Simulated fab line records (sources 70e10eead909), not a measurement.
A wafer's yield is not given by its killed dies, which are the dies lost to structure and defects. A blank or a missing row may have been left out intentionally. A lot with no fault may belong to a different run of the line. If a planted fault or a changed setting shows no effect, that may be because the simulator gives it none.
Chamber matching | flow nand_harc | 4 sister chambers for NHARC_P_GATE_STRIP_101 on rie_diel-11
The step strips in O2, time 20 s. 4 wafers are shown with their chamber, then 9 later ones without.

== WAFERS PAIRED WITH THEIR CHAMBERS ==
wafer  | chamber | showerhead_plenum_p_Torr (Torr)
L512.5 | 2       | 3.35
L513.2 | 1       | 3.75
L513.3 | 0       | 3.72
L513.5 | 3       | 3.59

== WAFERS WITHOUT THEIR CHAMBER ==
wafer  | showerhead_plenum_p_Torr (Torr)
L521.1 | 3.58
L521.3 | 3.72
L521.5 | 3.75
L522.3 | 3.75
L522.5 | 3.58
L522.6 | 3.35
L523.1 | 3.72
L523.2 | 3.58
L523.3 | 3.35

== WHICH CHAMBER EACH ONE RAN IN ==
wafer  | from the rows above | in truth
L521.1 | 3                   | 3
L521.3 | 0                   | 0
L521.5 | 1                   | 1
L522.3 | 1                   | 1
L522.5 | 3                   | 3
L522.6 | 2                   | 2
L523.1 | 0                   | 0
L523.2 | 3                   | 3
L523.3 | 2                   | 2
9 of 9 placed correctly. Not placeable from these rows: 0. Number placed wrongly: 0.
How it was worked out, from the rows above alone: a wafer's distance from a chamber is the root of the sum, over the readings, of the square of ((its reading less the chamber's mean) divided by the reading's scatter). If the next closest chamber is less than 2 further off than the closest, the wafer can't be placed; otherwise it belongs to the closest. The mean given for a chamber averages the wafers shown for that chamber. The scatter: with one shown wafer a chamber, the root of the mean of the squares of how far each hidden wafer lies from its nearest shown one.
